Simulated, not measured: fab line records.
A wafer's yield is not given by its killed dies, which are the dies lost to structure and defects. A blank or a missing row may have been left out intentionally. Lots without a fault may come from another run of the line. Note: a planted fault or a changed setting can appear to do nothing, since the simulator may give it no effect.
Which tool is to blame?    flow n5_finfet    24 wafers from 8 lots sampled at 8 of the route's 1938 steps

== WHAT EACH GAUGE READ, for each wafer ==
N5_BEOL_M4_RC_MEAS_101. Usual: DIBL_N 37.5 mV/V, standard deviation 2; DIBL_P 37.5 mV/V, standard deviation 2.5; IOFF_N 0.18 nA/um, standard deviation 0.042; IOFF_P 0.24 nA/um, standard deviation 0.046; ION_N 677 uA/um, standard deviation 15; ION_P 464 uA/um, standard deviation 9.5; SS_N 72.0 mV/dec, standard deviation 0.76; SS_P 73.6 mV/dec, standard deviation 0.79; VT_N 249 mV, standard deviation 3.5; VT_P -249 mV, standard deviation 3.2.
lot   measured      on         DIBL_N (mV/V)   DIBL_P (mV/V)   IOFF_N (nA/um)  IOFF_P (nA/um)  ION_N (uA/um)  ION_P (uA/um)  SS_N (mV/dec)   SS_P (mV/dec)   VT_N (mV)    VT_P (mV)       flag
L554  day 10 08:53  prober-01  39.3 33.9 38.0  41.9 33.9 41.3  0.24 0.13 0.22  0.32 0.18 0.29  683 653 694    468 454 474    72.4 71.4 71.8  75.0 73.0 74.9  244 253 245  -245 -251 -246  
L555  day 10 12:13  prober-01  37.1 37.0 36.0  40.3 38.0 37.7  0.19 0.19 0.15  0.27 0.20 0.20  658 665 654    446 449 446    71.9 73.0 72.2  74.3 72.5 72.6  250 248 254  -252 -252 -255  
L560  day 11 13:32  prober-02  35.3 36.3 35.2  34.4 35.7 34.0  0.12 0.15 0.12  0.18 0.20 0.17  661 688 648    461 476 452    71.0 71.4 71.3  72.3 72.5 72.6  254 252 257  -252 -255 -254  
L562  day 12 09:40  prober-01  40.8 38.5 39.0  40.6 36.9 38.1  0.23 0.18 0.19  0.29 0.24 0.25  690 655 664    470 457 460    72.2 71.7 71.6  74.2 73.8 73.0  244 249 249  -247 -247 -247  
L564  day 13 02:38  prober-01  34.4 42.0 38.8  32.8 42.2 37.2  0.13 0.33 0.20  0.20 0.38 0.25  667 704 686    465 485 470    71.4 73.0 72.1  72.4 74.2 74.1  251 238 248  -249 -242 -247  
L563  day 13 03:25  prober-01  36.3 35.6 40.4  37.2 35.8 39.2  0.17 0.15 0.25  0.24 0.22 0.27  693 665 676    480 466 461    70.8 71.5 73.2  72.9 72.4 73.8  248 248 248  -247 -248 -244  
L566  day 13 17:25  prober-01  39.4 34.4 39.7  39.4 34.4 40.4  0.22 0.12 0.23  0.25 0.18 0.28  683 672 697    457 465 474    72.8 71.4 72.3  74.8 73.1 74.5  244 251 241  -249 -254 -249  
L567  day 13 19:04  prober-02  37.1 35.2 38.5  36.8 35.5 38.6  0.19 0.13 0.20  0.20 0.18 0.23  668 659 673    454 452 457    72.8 71.5 72.3  73.0 73.1 74.2  248 251 248  -253 -253 -249  

N5_BEOL_M15_THK_MEAS_50: measures by xrf. Usual: M15_THK 857 nm, standard deviation 25.
lot   measured      on             M15_THK (nm)    flag
L554  day 14 00:26  film_metro-01  1925 1923 1906  OFF
L555  day 13 21:01  film_metro-02  1890 1900 1879  OFF
L560  day 15 17:26  film_metro-01  843 859 845     
L562  day 15 22:37  film_metro-01  865 875 910     
L564  day 16 17:07  film_metro-02  871 857 826     
L563  day 16 23:33  film_metro-02  810 838 868     
L566  day 17 10:58  film_metro-02  837 875 842     
L567  day 17 11:08  film_metro-01  853 859 850     

N5_BEOL_M15_RS_MEAS_54: measurement is done with a four-point probe. Usual: M15_RS 0.0216 ohm/sq, standard deviation 0.00062.
lot   measured      on             M15_RS (ohm/sq)       flag
L554  day 14 00:34  film_metro-02  0.0091 0.0092 0.0092  OFF
L555  day 13 21:08  film_metro-01  0.0092 0.0092 0.0093  OFF
L560  day 15 17:34  film_metro-02  0.0221 0.0216 0.0220  
L562  day 15 22:44  film_metro-02  0.0215 0.0213 0.0204  
L564  day 16 17:15  film_metro-02  0.0213 0.0216 0.0225  
L563  day 16 23:41  film_metro-02  0.0225 0.0219 0.0211  
L566  day 17 11:13  film_metro-01  0.0221 0.0213 0.0221  
L567  day 17 11:16  film_metro-01  0.0217 0.0214 0.0217  

N5_BEOL_M15_INSPECT_55: inspects for defects (darkfield). Usual: raw_defect_count 69, standard deviation 21.
lot   measured      on                 raw_defect_count  flag
L554  day 14 00:35  defect_inspect-02  6545 6313 6484    OFF
L555  day 13 21:10  defect_inspect-02  6334 6407 6516    OFF
L560  day 15 17:35  defect_inspect-01  117 102 89        
L562  day 15 22:46  defect_inspect-01  38 54 45          
L564  day 16 17:16  defect_inspect-01  46 42 65          
L563  day 16 23:42  defect_inspect-01  49 47 47          
L566  day 17 11:14  defect_inspect-02  68 103 84         
L567  day 17 11:17  defect_inspect-01  60 69 103         

== WHICH TOOL RAN EACH LOT (tool, then ch and the chambers of the sampled wafers, then the start) ==
lot   N5_BEOL_M15_DESCUM_33               N5_BEOL_M15_ETCH_38                            N5_BEOL_M15_PRE_CLEAN_42      N5_BEOL_M15_CMP_49
L554  rie_diel-01 ch 0,1,2, day 13 20:32  rie_diel-02 ch 0,1,3, day 13 23:11 or earlier  pvd_sputter-03, day 13 23:11  cmp-02 ch 1,2,3, day 14 00:08
L555  rie_diel-01 ch 0,1,3, day 13 18:17  rie_diel-03 ch 0,1,2, day 13 19:13 or earlier  pvd_sputter-01, day 13 19:13  cmp-03 ch 0,1, day 13 20:43
L560  rie_diel-02 ch 0,1,3, day 15 14:35  rie_diel-01 ch 1,2, day 15 15:17 or earlier    pvd_sputter-01, day 15 15:17  cmp-02 ch 1,3, day 15 17:10
L562  rie_diel-01 ch 0,1,2, day 15 17:54  rie_diel-01 ch 0,1,3, day 15 20:34 or earlier  pvd_sputter-03, day 15 20:34  cmp-04 ch 0,1,2, day 15 22:21
L564  rie_diel-03 ch 0,1,3, day 16 14:17  rie_diel-01 ch 0,2,3, day 16 15:53 or earlier  pvd_sputter-03, day 16 15:53  cmp-03 ch 2,3, day 16 16:50
L563  rie_diel-03 ch 0,1,2, day 16 19:29  rie_diel-02 ch 0,2,3, day 16 22:13 or earlier  pvd_sputter-01, day 16 22:13  cmp-03 ch 1,2,3, day 16 23:15
L566  rie_diel-02 ch 2,3, day 17 06:56    rie_diel-02 ch 0,2,3, day 17 09:49 or earlier  pvd_sputter-01, day 17 09:49  cmp-02 ch 0,1, day 17 10:41
L567  rie_diel-01 ch 1,2, day 17 07:56    rie_diel-02 ch 1,2,3, day 17 09:58 or earlier  pvd_sputter-03, day 17 09:58  cmp-03 ch 0,1, day 17 10:50
- N5_BEOL_M15_DESCUM_33: chemistry O2, time 7.9 s.
- N5_BEOL_M15_ETCH_38: etches SiCN in CF4/N2, target depth 106.4 nm, time 120.5 s.
- N5_BEOL_M15_PRE_CLEAN_42: time 30 s.
- N5_BEOL_M15_CMP_49: polishes, stops on SiO2, t overpolish 4.9 s, target thk 850 nm.

== AS READ BY THE TOOLS THEMSELVES (means over the sampled wafers that have a number; for cases with no such wafer, the mark the record gives instead) ==
N5_BEOL_M15_DESCUM_33. Usual: drypump_motor_current_A 5.7 A, standard deviation 0.37; oes_product_au 0.76 a.u., standard deviation 0.098; rf_vpp_V 243.1 V, standard deviation 1.4; showerhead_plenum_p_Torr 2.08 Torr, standard deviation 0.067; temp_c 40.00 C, standard deviation 0.11; throttle_valve_pct 20.47 %, standard deviation 0.25.
lot   tool         drypump_motor_current_A (A)  oes_product_au (a.u.)  rf_vpp_V (V)  showerhead_plenum_p_Torr (Torr)  temp_c (C)  throttle_valve_pct (%)  flag
L554  rie_diel-01  5.8                          0.79                   242.1         2.04                             39.99       20.36                   
L555  rie_diel-01  5.5                          0.79                   243.2         2.07                             40.12       20.41                   
L560  rie_diel-02  5.8                          0.77                   243.6         2.05                             40.05       20.30                   
L562  rie_diel-01  5.8                          0.77                   242.7         2.04                             39.90       20.37                   
L564  rie_diel-03  5.9                          0.69                   242.3         2.10                             40.00       20.70                   
L563  rie_diel-03  6.0                          0.77                   245.5         2.18                             40.04       20.71                   
L566  rie_diel-02  5.3                          0.80                   243.0         2.07                             40.12       20.18                   
L567  rie_diel-01  6.0                          0.78                   241.7         2.00                             39.94       20.38                   

N5_BEOL_M15_ETCH_38. Usual: drypump_motor_current_A 5.7 A, standard deviation 0.39; mfc_ar_sccm 100.0 sccm, standard deviation 0.31; oes_product_au 0.77 a.u., standard deviation 0.1; rf_vpp_V 381.9 V, standard deviation 1.7; showerhead_plenum_p_Torr 2.18 Torr, standard deviation 0.056; throttle_valve_pct 15.52 %, standard deviation 0.27.
lot   tool         drypump_motor_current_A (A)  mfc_ar_sccm (sccm)  oes_product_au (a.u.)  rf_vpp_V (V)  showerhead_plenum_p_Torr (Torr)  throttle_valve_pct (%)  flag
L554  rie_diel-02  5.8                          99.6                0.78                   381.7         2.19                             15.45                   
L555  rie_diel-03  6.0                          100.1               0.79                   384.8         2.28                             15.59                   
L560  rie_diel-01  6.0                          99.9                0.72                   380.2         2.13                             15.65                   
L562  rie_diel-01  5.5                          100.3               0.76                   381.7         2.18                             15.49                   
L564  rie_diel-01  5.8                          99.9                0.77                   381.2         2.15                             15.42                   
L563  rie_diel-02  5.5                          100.0               0.89                   381.7         2.18                             15.31                   
L566  rie_diel-02  5.6                          100.0               0.88                   381.6         2.18                             15.31                   
L567  rie_diel-02  5.4                          100.0               0.83                   381.6         2.17                             15.29                   

N5_BEOL_M15_PRE_CLEAN_42. Usual: heater_power_w 463 W, standard deviation 43.
lot   tool            heater_power_w (W)  flag
L554  pvd_sputter-03  463                 
L555  pvd_sputter-01  483                 
L560  pvd_sputter-01  478                 
L562  pvd_sputter-03  447                 
L564  pvd_sputter-03  454                 
L563  pvd_sputter-01  470                 
L566  pvd_sputter-01  463                 
L567  pvd_sputter-03  444                 

N5_BEOL_M15_CMP_49. Usual: barrier_field_endpoint_s 11.3 s, standard deviation 0.33; clearing_platen_down_force_psi 2.001 psi, standard deviation 0.004; motor_current_A 8.5 A, standard deviation 0.67; overpolish_run_s 4.899 s, standard deviation 0.0089; retaining_ring_pressure_frac 0.999, standard deviation 0.0046; slurry_flow_ml_min 150.0, standard deviation 0.44.
lot   tool    barrier_field_endpoint_s (s)  clearing_platen_down_force_psi (psi)  motor_current_A (A)  overpolish_run_s (s)  retaining_ring_pressure_frac  slurry_flow_ml_min  flag
L554  cmp-02  -                             -                                     -                    -                     -                             -                   OFF
L555  cmp-03  -                             -                                     -                    -                     -                             -                   OFF
L560  cmp-02  11.2                          1.999                                 7.7                  4.894                 1.002                         150.0               
L562  cmp-04  11.5                          2.002                                 8.3                  4.902                 1.002                         150.0               
L564  cmp-03  11.3                          2.003                                 9.2                  4.898                 0.997                         150.2               
L563  cmp-03  11.3                          2.002                                 9.1                  4.903                 1.001                         149.8               
L566  cmp-02  11.7                          2.001                                 8.8                  4.895                 0.999                         150.1               
L567  cmp-03  11.2                          2.000                                 9.1                  4.898                 0.999                         150.0               

== THE ANSWER, worked out from the rows above alone ==
Rule: lot off if the mean of its wafers having a number is beyond 3 standard deviations from the usual mean. A lot without any number at a reading at which 4 lots or more have one is off too. All remaining lots with rows at the step are treated as sound. First the gauges in route order, then the tools' own readings, where a lot's mean is used as printed above. The first step at which some lot is off is used, and at that step the reading that is off furthest; a lot without a number counts as furthest.
Off: at N5_BEOL_M15_THK_MEAS_50 (M15_THK), L554, L555.
A tool fits if, at a process step before that reading, it ran every lot that is off, and no sound lot after the first of them. Not tried: the gauges at N5_BEOL_M15_THK_MEAS_50; whatever is off there is also off at N5_BEOL_M15_INSPECT_55, on other tools, and gauge error can't account for it. N5_BEOL_M15_ETCH_38: start missing for some lots; hours and lot order therefore follow N5_BEOL_M15_PRE_CLEAN_42. Of those tried, none fits.

== WHAT THE SIMULATOR HAD INSERTED ==
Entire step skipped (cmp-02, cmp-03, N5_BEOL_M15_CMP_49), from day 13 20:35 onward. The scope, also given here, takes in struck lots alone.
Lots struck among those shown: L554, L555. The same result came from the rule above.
